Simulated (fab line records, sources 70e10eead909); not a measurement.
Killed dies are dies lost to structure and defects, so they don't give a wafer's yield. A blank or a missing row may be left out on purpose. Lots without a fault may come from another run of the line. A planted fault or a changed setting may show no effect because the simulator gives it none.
Which tool did it? | flow nand_harc | 11 lots, 33 wafers sampled, at 2 steps of a route of 1302

WHAT THE GAUGES READ, wafer by wafer
NHARC_P_GATE_CD_MEAS_26: target cd 120 nm. Usual: cd_nm 119.8 nm, standard deviation 0.53.
lot  | measured     | on        | cd_nm (nm)        | flag
L697 | day 5 13:20  | cd_sem-01 | 119.4 119.5 119.4 |
L698 | day 5 20:08  | cd_sem-03 | 119.3 120.0 119.9 |
L700 | day 6 15:53  | cd_sem-01 | 120.1 121.0 121.0 |
L701 | day 7 10:44  | cd_sem-01 | 119.9 120.5 119.7 |
L703 | day 8 03:15  | cd_sem-03 | 120.1 120.5 120.0 |
L704 | day 8 05:43  | cd_sem-02 | 119.3 119.3 119.5 |
L705 | day 8 17:38  | cd_sem-01 | 120.3 120.1 119.4 |
L708 | day 9 23:06  | cd_sem-03 | 120.2 119.6 119.4 |
L711 | day 10 23:10 | cd_sem-01 | 119.1 118.7 119.3 |
L710 | day 10 23:31 | cd_sem-01 | 112.5 112.6 111.7 | OFF
L719 | day 14 11:53 | cd_sem-02 | 120.5 120.5 120.3 |

WHICH TOOL RAN EACH LOT (tool, then ch and the chambers of the sampled wafers, then the start)
lot  | NHARC_P_GATE_EXPOSE_23
L697 | arfi_scanner-01 ch 0, day 5 13:12
L698 | arfi_scanner-01 ch 0, day 5 20:00
L700 | arfi_scanner-03 ch 0, day 6 15:44
L701 | arfi_scanner-03 ch 0, day 7 10:37
L703 | arfi_scanner-01 ch 0, day 8 03:07
L704 | arfi_scanner-01 ch 0, day 8 05:34
L705 | arfi_scanner-02 ch 0, day 8 17:30
L708 | arfi_scanner-02 ch 0, day 9 22:58
L711 | arfi_scanner-03 ch 0, day 10 23:01
L710 | arfi_scanner-03 ch 0, day 10 23:22
L719 | arfi_scanner-02 ch 0, day 14 11:44
- NHARC_P_GATE_EXPOSE_23: exposes mask P GATE, target cd 120 nm.

WHAT THE TOOLS THEMSELVES READ (means of the sampled wafers that have a number; where no wafer has one, the mark that the record gives instead)
NHARC_P_GATE_EXPOSE_23. Usual: reticle_temp_C 23.00 C, standard deviation 0.1.
lot  | tool            | reticle_temp_C (C) | flag
L697 | arfi_scanner-01 | 22.99              |
L698 | arfi_scanner-01 | 22.89              |
L700 | arfi_scanner-03 | 23.13              |
L701 | arfi_scanner-03 | 23.12              |
L703 | arfi_scanner-01 | 22.95              |
L704 | arfi_scanner-01 | 23.06              |
L705 | arfi_scanner-02 | 22.99              |
L708 | arfi_scanner-02 | 22.86              |
L711 | arfi_scanner-03 | 22.98              |
L710 | arfi_scanner-03 | 23.04              |
L719 | arfi_scanner-02 | 22.98              |

THE ANSWER, worked out from the rows above alone
Rule: a lot is off if the mean of its wafers that have a number lies more than 3 standard deviations from the usual mean. A lot without any number at a reading at which 4 lots or more have one is off too. The other lots that the step has rows for count as sound. The gauges are gone through in route order, then the tools' own readings, and for those a lot's mean is taken as printed above. The first step at which some lot is off is used, and at that step the reading that is off furthest; a lot without a number counts as furthest.
Off: L710, at NHARC_P_GATE_CD_MEAS_26 (cd_nm).
A tool fits if, at a process step before that reading, it ran every lot that is off, and no sound lot after the first of them. The gauges at NHARC_P_GATE_CD_MEAS_26 are tried like those tools. Can't be told from this: 2 tools fit, arfi_scanner-03 at NHARC_P_GATE_EXPOSE_23, cd_sem-01 at NHARC_P_GATE_CD_MEAS_26.

WHAT THE SIMULATOR HAD PUT IN
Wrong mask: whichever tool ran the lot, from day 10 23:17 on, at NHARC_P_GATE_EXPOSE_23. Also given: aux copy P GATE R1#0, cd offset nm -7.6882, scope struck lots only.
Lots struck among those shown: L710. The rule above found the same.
